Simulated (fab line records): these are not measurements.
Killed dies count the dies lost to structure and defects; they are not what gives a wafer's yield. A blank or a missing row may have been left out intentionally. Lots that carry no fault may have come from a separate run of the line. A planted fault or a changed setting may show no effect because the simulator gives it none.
Chamber matching :: flow n5Finfet :: N5_BEOL_M10_STRIP_36 on rieDiel-04 has 4 sister chambers
The step strips in N2/H2. 8 wafers are shown with their chamber, then 9 later ones without.

EACH WAFER AND ITS CHAMBER
wafer: L075.4
chamber: 0
drypumpMotorCurrentA (A): 6.3
showerheadPlenumPTorr (Torr): 2.47

wafer: L079.2
chamber: 2
drypumpMotorCurrentA (A): 6.3
showerheadPlenumPTorr (Torr): 2.40

wafer: L080.2
chamber: 2
drypumpMotorCurrentA (A): 6.4
showerheadPlenumPTorr (Torr): 2.40

wafer: L080.3
chamber: 3
drypumpMotorCurrentA (A): 5.4
showerheadPlenumPTorr (Torr): 2.47

wafer: L081.2
chamber: 0
drypumpMotorCurrentA (A): 6.3
showerheadPlenumPTorr (Torr): 2.47

wafer: L094.3
chamber: 1
drypumpMotorCurrentA (A): 6.3
showerheadPlenumPTorr (Torr): 2.56

wafer: L094.4
chamber: 1
drypumpMotorCurrentA (A): 6.3
showerheadPlenumPTorr (Torr): 2.56

wafer: L094.5
chamber: 3
drypumpMotorCurrentA (A): 5.3
showerheadPlenumPTorr (Torr): 2.45

WAFERS MISSING THEIR CHAMBER
wafer: L085.2
drypumpMotorCurrentA (A): 6.3
showerheadPlenumPTorr (Torr): 2.56

wafer: L085.4
drypumpMotorCurrentA (A): 6.3
showerheadPlenumPTorr (Torr): 2.56

wafer: L085.6
drypumpMotorCurrentA (A): 5.3
showerheadPlenumPTorr (Torr): 2.45

wafer: L091.1
drypumpMotorCurrentA (A): 6.3
showerheadPlenumPTorr (Torr): 2.71

wafer: L091.2
drypumpMotorCurrentA (A): 5.3
showerheadPlenumPTorr (Torr): 2.45

wafer: L091.3
drypumpMotorCurrentA (A): 6.3
showerheadPlenumPTorr (Torr): 2.46

wafer: L086.3
drypumpMotorCurrentA (A): 6.3
showerheadPlenumPTorr (Torr): 2.56

wafer: L086.4
drypumpMotorCurrentA (A): 6.3
showerheadPlenumPTorr (Torr): 2.70

wafer: L086.5
drypumpMotorCurrentA (A): 6.3
showerheadPlenumPTorr (Torr): 2.45

CHAMBER TAKEN BY EACH
wafer: L085.2
from the rows above: 1
in truth: 1

wafer: L085.4
from the rows above: 1
in truth: 1

wafer: L085.6
from the rows above: 3
in truth: 3

wafer: L091.1
from the rows above: 1
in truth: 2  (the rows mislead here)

wafer: L091.2
from the rows above: 3
in truth: 3

wafer: L091.3
from the rows above: 0
in truth: 0

wafer: L086.3
from the rows above: 1
in truth: 1

wafer: L086.4
from the rows above: 1
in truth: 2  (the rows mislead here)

wafer: L086.5
from the rows above: 0
in truth: 0
Correctly placed: 7 of 9. From these rows, 0 cannot be placed. 2 placed wrongly.
How it was worked out, from the rows above alone: a wafer's distance from a chamber is the root of the sum, over the readings, of the square of ((its reading less the chamber's mean) divided by the reading's scatter). The wafer belongs to the nearest chamber; if the next one is less than 2 further off, it can't be placed. The mean given for a chamber averages the wafers shown for that chamber. The scatter is the square root of a quotient: the sum, over the shown wafers, of each reading's squared deviation from its chamber's mean, divided by wafers minus chambers.
